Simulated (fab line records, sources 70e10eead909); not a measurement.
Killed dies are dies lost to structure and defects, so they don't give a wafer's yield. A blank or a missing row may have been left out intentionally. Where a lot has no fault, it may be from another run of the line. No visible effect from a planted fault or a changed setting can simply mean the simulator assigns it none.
Chamber matching | flow nand_harc | 4 sister chambers for NHARC_A_STAIRCASE_ETCH_169 on rie_diel-05
The step etches the open film in CH3F/O2, target depth 50 nm, time 107.1 s. 4 wafers are shown with their chamber, then 10 later ones without.

== WAFERS, EACH WITH ITS CHAMBER ==
wafer  | chamber | showerhead_plenum_p_Torr (Torr)
L077.2 | 3       | 2.59
L080.5 | 1       | 2.54
L087.1 | 0       | 2.30
L087.2 | 2       | 2.44

== WAFERS WITH NO CHAMBER GIVEN ==
wafer  | showerhead_plenum_p_Torr (Torr)
L087.4 | 2.53
L091.1 | 2.43
L091.3 | 2.30
L091.6 | 2.30
L093.1 | 2.43
L093.4 | 2.53
L093.5 | 2.53
L095.1 | 2.43
L095.3 | 2.29
L095.5 | 2.43

== EACH ONE'S CHAMBER ==
wafer  | from the rows above | in truth
L087.4 | 1                   | 1
L091.1 | 2                   | 2
L091.3 | 0                   | 0
L091.6 | 0                   | 0
L093.1 | 2                   | 2
L093.4 | 1                   | 1
L093.5 | 1                   | 1
L095.1 | 2                   | 2
L095.3 | 0                   | 0
L095.5 | 2                   | 2
Correct placement for 10 of the 10. From these rows, 0 cannot be placed. Number placed wrongly: 0.
How it was worked out, from the rows above alone: a wafer's distance from a chamber is the root of the sum, over the readings, of the square of ((its reading less the chamber's mean) divided by the reading's scatter). The wafer belongs to the nearest chamber; if the next one is less than 2 further off, it can't be placed. For every chamber, the mean is computed from those of its wafers that are shown. The scatter: with one shown wafer a chamber, the root of the mean of the squares of how far each hidden wafer lies from its nearest shown one.
